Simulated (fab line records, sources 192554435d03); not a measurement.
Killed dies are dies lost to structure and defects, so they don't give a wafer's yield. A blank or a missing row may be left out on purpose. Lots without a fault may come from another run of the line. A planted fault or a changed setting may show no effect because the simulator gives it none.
Split-lot experiment | flow n5_finfet | 7 lots, 21 wafers read, on a route of 1938 steps

THE SPLIT
At N5_BEOL_M7_COAT_22 (resist thk 30 nm), the setting spin_rpm was moved away from the recipe's 1500 rpm on 8 of the 21 wafers read, by -11.0% to +8.7%. The other wafers ran this setting at the recipe's value.

FROM THE SPLIT TO THE READING: what the file shows between them, 6 steps
- N5_BEOL_M7_EBR_24
- N5_BEOL_M7_SOFTBAKE_23: time 60 s
- N5_BEOL_M7_EXPOSE_25: exposes mask V6, target cd 40 nm
- N5_BEOL_M7_PEB_26: peb time 60 s
- N5_BEOL_M7_DEVELOP_27: develop time 30 s
- N5_BEOL_M7_DESCUM_33: chemistry O2, time 7 s (also split here: time_s)

THE READING
CAR-EUV_of_BEOL_M7_COAT_22.thk_nm (the simulator's own value, which no gauge read), in nm, at N5_BEOL_M7_ETCH_72 (etches underlayer in N2/H2, target depth 6.5 nm, time 5.2 s). The file gives no usual value for it. The 13 wafers here that ran the recipe average 20.4 nm, standard deviation 0.31 nm.

wafer  | tool, chamber at the split | spin_rpm as run, rpm | against the recipe | CAR-EUV_of_BEOL_M7_COAT_22.thk_nm, nm | against lot-mates on the recipe
L075.1 | litho_track-02, 0          | 1500                 | recipe             | 20.4                                  | -
L075.2 | litho_track-02, 0          | 1500                 | recipe             | 20.4                                  | -
L075.3 | litho_track-02, 0          | 1500                 | recipe             | 20.4                                  | -
L074.1 | litho_track-03, 0          | 1610                 | +7.3%              | 19.4                                  | -1.3
L074.2 | litho_track-03, 0          | 1500                 | recipe             | 21                                    | -
L074.5 | litho_track-03, 0          | 1500                 | recipe             | 20.4                                  | -
L077.1 | litho_track-03, 0          | 1606                 | +7.1%              | 19                                    | -1.2
L077.3 | litho_track-03, 0          | 1606                 | +7.1%              | 19                                    | -1.2
L077.5 | litho_track-03, 0          | 1500                 | recipe             | 20.2                                  | -
L080.1 | litho_track-01, 0          | 1500                 | recipe             | 20.4                                  | -
L080.2 | litho_track-01, 0          | 1500                 | recipe             | 20.4                                  | -
L080.6 | litho_track-01, 0          | 1500                 | recipe             | 20.4                                  | -
L088.1 | litho_track-01, 0          | 1500                 | recipe             | 19.6                                  | -
L088.2 | litho_track-01, 0          | 1335                 | -11.0%             | 22.2                                  | +2.6
L088.4 | litho_track-01, 0          | 1335                 | -11.0%             | 21.2                                  | +1.6
L092.1 | litho_track-02, 0          | 1630                 | +8.7%              | 19.2                                  | -1.4
L092.2 | litho_track-02, 0          | 1500                 | recipe             | 20.4                                  | -
L092.3 | litho_track-02, 0          | 1500                 | recipe             | 20.8                                  | -
L093.1 | litho_track-01, 0          | 1571                 | +4.7%              | 19.6                                  | -0.6
L093.5 | litho_track-01, 0          | 1571                 | +4.7%              | 19.6                                  | -0.6
L093.2 | litho_track-01, 0          | 1500                 | recipe             | 20.2                                  | -

THE FIT
A straight line over all 21 wafers: CAR-EUV_of_BEOL_M7_COAT_22.thk_nm changes by -0.14 nm for each +1% of spin_rpm; r = -0.91; the points scatter about the line by 0.33 nm.
The same after taking each lot's own level away (the mean of its wafers on the recipe; 21 wafers): -0.177 nm for each +1%; r = -0.97; scatter 0.22 nm.
On that fit, the largest move of spin_rpm shifts the reading by 1.9 nm.
The lots' own levels span 19.60 to 20.70 nm, that is 3.6 times the standard deviation above.
So the lot-to-lot level changes the slope: the two fits differ.
Check: with one of the wafers moved furthest among these (-11.0%) left out of the fit, the line predicts +1.7 nm for it against its lot-mates. It came out at +2.6 nm against them.

OTHER SPLITS ON THESE WAFERS
These wafers also went through other splits before the reading. Each is held against what the fit with the lots' levels taken away leaves over:
other split on the same wafers    | wafers away from the commonest value | r with CAR-EUV_of_BEOL_M7_COAT_22.thk_nm (lot level and that fit taken away)
N5_BEOL_M6_HM_DEP_02 target_thk_a | 6                                    | +0.40
N5_BEOL_M6_ALD_77 ald_cycles      | 7                                    | -0.12
N5_BEOL_M7_DESCUM_33 time_s       | 6                                    | -0.43

THE WHOLE CHAIN: every reading that the file lists as answering this split, in the file's order
step                  | what it does                                                | reading                                                                            | change (the file's fit)                                                                | r (the file's)
N5_BEOL_M7_COAT_22    | resist thk 30 nm                                            | CAR-EUV_of_BEOL_M7_COAT_22.thk_nm (the simulator's own value, which no gauge read) | -0.146 nm for each +1% of the setting                                                  | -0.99
N5_BEOL_M7_DEVELOP_27 | develop time 30 s                                           | CAR-EUV_of_BEOL_M7_COAT_22.thk_nm (the simulator's own value, which no gauge read) | -0.142 nm for each +1% of the setting                                                  | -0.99
N5_BEOL_M7_DESCUM_33  | chemistry O2, time 7 s                                      | CAR-EUV_of_BEOL_M7_COAT_22.thk_nm (the simulator's own value, which no gauge read) | -0.185 nm for each +1% of the setting                                                  | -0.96
N5_BEOL_M7_ETCH_72    | etches underlayer in N2/H2, target depth 6.5 nm, time 5.2 s | CAR-EUV_of_BEOL_M7_COAT_22.thk_nm (the simulator's own value, which no gauge read) | -0.174 nm for each +1% of the setting                                                  | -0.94
N5_BEOL_M7_ETCH_65    | etches SiARC in CF4, target depth 15.6 nm, time 26 s        | CAR-EUV_of_BEOL_M7_COAT_22.thk_nm (the simulator's own value, which no gauge read) | -0.143 nm for each +1% of the setting, in a fit together with time_s@BEOL_M7_DESCUM_33 | 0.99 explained

THE FILE'S OWN FIT
CAR-EUV_of_BEOL_M7_COAT_22.thk_nm changes by -0.174 nm for each +1% of spin_rpm, r = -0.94.
